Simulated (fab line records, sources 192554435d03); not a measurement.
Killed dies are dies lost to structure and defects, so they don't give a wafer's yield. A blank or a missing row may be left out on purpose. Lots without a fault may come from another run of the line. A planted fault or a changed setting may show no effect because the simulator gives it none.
Split-lot experiment | flow n5_finfet | 7 lots, 21 wafers read, on a route of 1938 steps

THE SPLIT
At N5_MOL_CONTACT_COAG_COAT_76 (time 60 s, resist thk 10 nm), the setting spin_rpm was moved away from the recipe's 1500 rpm on 7 of the 21 wafers read, by -10.1% to +10.6%. The other wafers ran this setting at the recipe's value.

FROM THE SPLIT TO THE READING: what the file shows between them, 4 steps
- N5_MOL_CONTACT_COAG_COAT_77: time 60 s, resist thk 10 nm
- N5_MOL_CONTACT_COAG_COAT_78: resist thk 40 nm
- N5_MOL_CONTACT_COAG_DESCUM_88: chemistry O2, time 7 s
- N5_MOL_CONTACT_COAG_ETCH_89: etches underlayer in N2/H2, target depth 13 nm, time 10.4 s

THE READING
etch.depth_nm (the simulator's own value, which no gauge read), in nm, at N5_MOL_CONTACT_COAG_ETCH_90 (etches SiARC in CF4, target depth 13 nm, time 21.7 s). The file gives no usual value for it. The 14 wafers here that ran the recipe average 9.987 nm, standard deviation 0.021 nm.

wafer  | tool, chamber at the split | spin_rpm as run, rpm | against the recipe | etch.depth_nm, nm | against lot-mates on the recipe
L078.1 | litho_track-05, 0          | 1569                 | +4.6%              | 9.776             | -0.220
L078.4 | litho_track-05, 0          | 1500                 | recipe             | 9.996             | -
L078.5 | litho_track-05, 0          | 1569                 | +4.6%              | 9.78              | -0.216
L081.2 | litho_track-05, 0          | 1604                 | +6.9%              | 9.656             | -0.326
L081.3 | litho_track-05, 0          | 1604                 | +6.9%              | 9.656             | -0.326
L081.5 | litho_track-05, 0          | 1500                 | recipe             | 9.982             | -
L080.3 | litho_track-05, 0          | 1659                 | +10.6%             | 9.463             | -0.484
L080.4 | litho_track-05, 0          | 1500                 | recipe             | 9.947             | -
L080.6 | litho_track-05, 0          | 1659                 | +10.6%             | 9.474             | -0.473
L088.1 | litho_track-05, 0          | 1500                 | recipe             | 9.957             | -
L088.3 | litho_track-05, 0          | 1500                 | recipe             | 9.968             | -
L088.5 | litho_track-05, 0          | 1500                 | recipe             | 9.996             | -
L091.1 | litho_track-01, 0          | 1500                 | recipe             | 9.996             | -
L091.2 | litho_track-01, 0          | 1500                 | recipe             | 10.02             | -
L091.6 | litho_track-01, 0          | 1500                 | recipe             | 10.01             | -
L093.1 | litho_track-01, 0          | 1500                 | recipe             | 10                | -
L093.2 | litho_track-01, 0          | 1349                 | -10.1%             | 10.53             | +0.536
L093.4 | litho_track-01, 0          | 1500                 | recipe             | 9.988             | -
L096.2 | litho_track-05, 0          | 1500                 | recipe             | 9.986             | -
L096.5 | litho_track-05, 0          | 1500                 | recipe             | 9.961             | -
L096.6 | litho_track-05, 0          | 1500                 | recipe             | 10.01             | -

THE FIT
A straight line over all 21 wafers: etch.depth_nm changes by -0.0499 nm for each +1% of spin_rpm; r = -1.00; the points scatter about the line by 0.021 nm.
The same after taking each lot's own level away (the mean of its wafers on the recipe; 21 wafers): -0.048 nm for each +1%; r = -1.00; scatter 0.018 nm.
On that fit, the largest move of spin_rpm shifts the reading by 0.51 nm.
The lots' own levels span 9.9470 to 10.0087 nm, that is 2.9 times the standard deviation above.
So the lot-to-lot level changes the slope little: the two slopes agree.
Check: with one of the wafers moved furthest among these (+10.6%) left out of the fit, the line predicts -0.508 nm for it against its lot-mates. It came out at -0.484 nm against them.

THE WHOLE CHAIN: every reading that the file lists as answering this split, in the file's order
step                        | what it does                                         | reading                                                                                   | change (the file's fit)                | r (the file's)
N5_MOL_CONTACT_COAG_COAT_76 | time 60 s, resist thk 10 nm                          | SiARC_of_MOL_CONTACT_COAG_COAT_76.thk_nm (the simulator's own value, which no gauge read) | -0.0569 nm for each +1% of the setting | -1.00
N5_MOL_CONTACT_COAG_ETCH_90 | etches SiARC in CF4, target depth 13 nm, time 21.7 s | etch_rf_on_time_s                                                                         | withheld for each +1% of the setting   | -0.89
N5_MOL_CONTACT_COAG_ETCH_90 | etches SiARC in CF4, target depth 13 nm, time 21.7 s | etch.depth_nm (the simulator's own value, which no gauge read)                            | -0.0484 nm for each +1% of the setting | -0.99

THE FILE'S OWN FIT
etch.depth_nm changes by -0.0484 nm for each +1% of spin_rpm, r = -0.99.
